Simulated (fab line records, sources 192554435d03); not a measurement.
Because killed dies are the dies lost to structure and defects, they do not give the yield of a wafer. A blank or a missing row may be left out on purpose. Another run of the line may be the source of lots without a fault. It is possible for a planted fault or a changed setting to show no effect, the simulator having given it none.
Lot-split experiment	flow n5_finfet	39 wafers read from 7 lots, route of 1938 steps

## SPLIT DETAILS
At N5_BEOL_M1_HM_DEP_02 (deposits TiN, target thk 20 nm), the setting target_thk_a was moved away from the recipe's 200 angstrom on 15 of the 39 wafers read, by -46.9% to +56.2%. All remaining wafers had this setting at the recipe value.

## FROM THE SPLIT TO THE READING: what the file shows between them, 4 steps
- N5_BEOL_M1_COAT_61: time 60 s, resist thk 60 nm
- N5_BEOL_M1_COAT_62: time 60 s, resist thk 12 nm
- N5_BEOL_M1_STRIP_75: strips in N2/H2
- N5_BEOL_M1_STRIP_66: strips in CF4

## THE READING
etch.depth_nm (the simulator's own value, which no gauge read), in nm, at N5_BEOL_M1_HM_OPEN_17 (chemistry Cl2/BCl3, target TiN, target depth 20 nm, overetch 6 nm). There is no usual value for it anywhere in the file. Average 19.92 nm, standard deviation 0.26 nm, over the 24 wafers here run with the recipe.

wafer	tool, chamber at the split	target_thk_a as run, angstrom	against the recipe	etch.depth_nm, nm	against lot-mates on the recipe
L075.1	pvd_sputter-03, -	158	-21.0%	15.96	-4.30
L075.2	pvd_sputter-03, -	200	recipe	20.27	-
L075.3	pvd_sputter-03, -	158	-21.0%	16.29	-3.97
L075.4	pvd_sputter-03, -	158	-21.0%	16.1	-4.16
L075.5	pvd_sputter-03, -	200	recipe	20.35	-
L075.6	pvd_sputter-03, -	200	recipe	20.17	-
L080.1	pvd_sputter-02, -	283.5	+41.8%	26.49	+6.78
L080.2	pvd_sputter-02, -	200	recipe	19.69	-
L080.3	pvd_sputter-02, -	283.5	+41.8%	26.65	+6.94
L080.4	pvd_sputter-02, -	200	recipe	19.9	-
L080.5	pvd_sputter-02, -	200	recipe	19.54	-
L080.6	pvd_sputter-02, -	283.5	+41.8%	27.71	+8.00
L081.1	pvd_sputter-03, -	200	recipe	19.98	-
L081.2	pvd_sputter-03, -	117.5	-41.2%	11.69	-8.31
L081.3	pvd_sputter-03, -	200	recipe	20.17	-
L081.4	pvd_sputter-03, -	117.5	-41.2%	11.68	-8.32
L081.5	pvd_sputter-03, -	200	recipe	19.86	-
L081.6	pvd_sputter-03, -	117.5	-41.2%	11.9	-8.10
L085.1	pvd_sputter-03, -	200	recipe	20.23	-
L085.2	pvd_sputter-03, -	200	recipe	20.48	-
L085.3	pvd_sputter-03, -	200	recipe	20.22	-
L086.1	pvd_sputter-02, -	200	recipe	19.68	-
L086.2	pvd_sputter-02, -	200	recipe	19.7	-
L086.3	pvd_sputter-02, -	200	recipe	19.75	-
L086.4	pvd_sputter-02, -	200	recipe	19.83	-
L086.5	pvd_sputter-02, -	200	recipe	19.67	-
L086.6	pvd_sputter-02, -	200	recipe	19.71	-
L096.1	pvd_sputter-01, -	106.2	-46.9%	10.61	-9.32
L096.2	pvd_sputter-01, -	200	recipe	19.83	-
L096.3	pvd_sputter-01, -	200	recipe	19.99	-
L096.4	pvd_sputter-01, -	106.2	-46.9%	10.53	-9.40
L096.5	pvd_sputter-01, -	200	recipe	19.98	-
L096.6	pvd_sputter-01, -	106.2	-46.9%	10.59	-9.34
L097.1	pvd_sputter-02, -	312.3	+56.2%	26.34	+6.68
L097.6	pvd_sputter-02, -	312.3	+56.2%	26.34	+6.68
L097.2	pvd_sputter-02, -	312.3	+56.2%	26.05	+6.39
L097.3	pvd_sputter-02, -	200	recipe	19.7	-
L097.4	pvd_sputter-02, -	200	recipe	19.74	-
L097.5	pvd_sputter-02, -	200	recipe	19.55	-

THE FIT
A straight line over all 39 wafers: etch.depth_nm changes by +0.162 nm for each +1% of target_thk_a; r = +0.98; the points scatter about the line by 0.95 nm.
The same after taking each lot's own level away (the mean of its wafers on the recipe; 39 wafers): +0.166 nm for each +1%; r = +0.98; scatter 0.9 nm.
On that fit, the largest move of target_thk_a shifts the reading by 9.3 nm.
From 19.663 to 20.310 nm: that is the span of the lots' own levels, equal to 2.5 times the standard deviation above.
The two slopes agree, so the slope changes little with the lot-to-lot level.
Check: with one of the wafers moved furthest among these (+56.2%) left out of the fit, the line predicts +9.21 nm for it against its lot-mates. It came out at +6.68 nm against them.

## OTHER SPLITS ON THESE WAFERS
These wafers also went through other splits before the reading. Each is held against what the fit with the lots' levels taken away leaves over:
other split on the same wafers	wafers away from the commonest value	r with etch.depth_nm (lot level and that fit taken away)
N5_FIN_SAQP_PECVD_06 time_s	15	-0.01
N5_FIN_CUT_CUT_ETCH_15 target_depth_a	12	-0.30
N5_SD_EPI_N_ETCH_45 target_depth_a	18	-0.09
N5_MOL_CONTACT_COAG_ALD_133 ald_cycles	18	-0.27

## THE WHOLE CHAIN: every reading that the file lists as answering this split, in the file's order
step	what it does	reading	change (the file's fit)	r (the file's)
N5_BEOL_M1_HM_DEP_02	deposits TiN, target thk 20 nm	TiN_of_BEOL_M1_HM_DEP_02.thk_nm (the simulator's own value, which no gauge read)	+0.199 nm for each +1% of the setting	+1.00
N5_BEOL_M1_HM_OPEN_17	chemistry Cl2/BCl3, target TiN, target depth 20 nm, overetch 6 nm	etch.depth_nm (the simulator's own value, which no gauge read)	+0.166 nm for each +1% of the setting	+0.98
N5_BEOL_M1_OCD_MEAS_38		trench_depth_nm	not straight: 53.6 at the lowest setting, 55.0 at the recipe, 1.2 at the highest	not given

## FILE'S OWN FIT
etch.depth_nm changes by +0.166 nm for each +1% of target_thk_a, r = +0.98.
